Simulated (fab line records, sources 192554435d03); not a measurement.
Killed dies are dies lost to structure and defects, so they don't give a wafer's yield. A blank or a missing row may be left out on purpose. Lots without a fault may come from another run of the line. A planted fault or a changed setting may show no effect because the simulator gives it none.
Chamber matching | flow n5_finfet | N5_BEOL_M3_ETCH_77 on rie_diel-03: 4 sister chambers
The step etches underlayer in N2/H2, target depth 6.5 nm, time 5.2 s. 22 wafers are shown with their chamber, then 11 later ones without.

WAFERS WITH THEIR CHAMBER
wafer  | chamber | showerhead_plenum_p_Torr (Torr) | drypump_motor_current_A (A) | throttle_valve_pct (%)
L077.2 | 2       | 2.72                            | 6.4                         | 17.69
L077.3 | 3       | 2.60                            | 5.7                         | 17.70
L077.4 | 1       | 2.63                            | 6.6                         | 17.88
L081.3 | 3       | 2.59                            | 5.8                         | 17.67
L081.5 | 1       | 2.62                            | 6.6                         | 17.88
L081.6 | 2       | 2.71                            | 6.4                         | 17.73
L082.1 | 2       | 2.71                            | 6.4                         | 17.71
L082.4 | 1       | 2.62                            | 6.6                         | 17.89
L082.6 | 0       | 2.49                            | 5.7                         | 17.29
L085.3 | 1       | 2.62                            | 6.6                         | 17.92
L085.5 | 1       | 2.62                            | 6.6                         | 17.91
L085.6 | 2       | 2.71                            | 6.4                         | 17.75
L088.2 | 0       | 2.49                            | 5.7                         | 17.33
L088.5 | 3       | 2.59                            | 5.8                         | 17.73
L088.6 | 0       | 2.49                            | 5.7                         | 17.32
L087.1 | 3       | 2.58                            | 5.7                         | 17.72
L087.2 | 1       | 2.62                            | 6.6                         | 17.92
L087.3 | 0       | 2.49                            | 5.6                         | 17.34
L090.2 | 3       | 2.58                            | 5.8                         | 17.74
L090.3 | 2       | 2.71                            | 6.4                         | 17.74
L090.6 | 2       | 2.71                            | 6.4                         | 17.75
L093.1 | 2       | 2.71                            | 6.4                         | 17.75

SIGNATURES (means of the wafers above)
reading                  | chamber 0 | chamber 1 | chamber 2 | chamber 3 | scatter within a chamber
showerhead_plenum_p_Torr | 2.4900    | 2.6217    | 2.7114    | 2.5880    | 0.00499
drypump_motor_current_A  | 5.675     | 6.600     | 6.400     | 5.760     | 0.0329
throttle_valve_pct       | 17.3200   | 17.9000   | 17.7314   | 17.7120   | 0.0231
Rule: a wafer's distance from a chamber is the root of the sum, over the readings, of the square of ((its reading less the chamber's mean) divided by the reading's scatter). The wafer belongs to the nearest chamber; if the next one is less than 2 further off, it can't be placed. The scatter: the root of (the sum of the squares of (reading less its chamber's mean) over the shown wafers, divided by (wafers less chambers)).

WAFERS WITHOUT THEIR CHAMBER
wafer  | showerhead_plenum_p_Torr (Torr) | drypump_motor_current_A (A) | throttle_valve_pct (%)
L093.5 | 2.58                            | 5.8                         | 17.73
L093.6 | 2.49                            | 5.7                         | 17.33
L092.2 | 2.58                            | 5.8                         | 17.74
L092.4 | 2.49                            | 5.7                         | 17.30
L092.5 | 2.61                            | 6.6                         | 17.94
L094.1 | 2.61                            | 6.6                         | 17.97
L094.3 | 2.70                            | 6.4                         | 17.76
L094.4 | 2.48                            | 5.7                         | 17.33
L095.2 | 2.58                            | 5.8                         | 17.73
L095.4 | 2.61                            | 6.6                         | 17.98
L095.5 | 2.48                            | 5.7                         | 17.33

WHICH CHAMBER EACH WENT THROUGH
wafer  | from the rows above | in truth
L093.5 | 3                   | 3
L093.6 | 0                   | 0
L092.2 | 3                   | 3
L092.4 | 0                   | 0
L092.5 | 1                   | 1
L094.1 | 1                   | 1
L094.3 | 2                   | 2
L094.4 | 0                   | 0
L095.2 | 3                   | 3
L095.4 | 1                   | 1
L095.5 | 0                   | 0
Placed correctly: 11 of 11. Can't be placed from these rows: 0. Placed wrongly: 0.
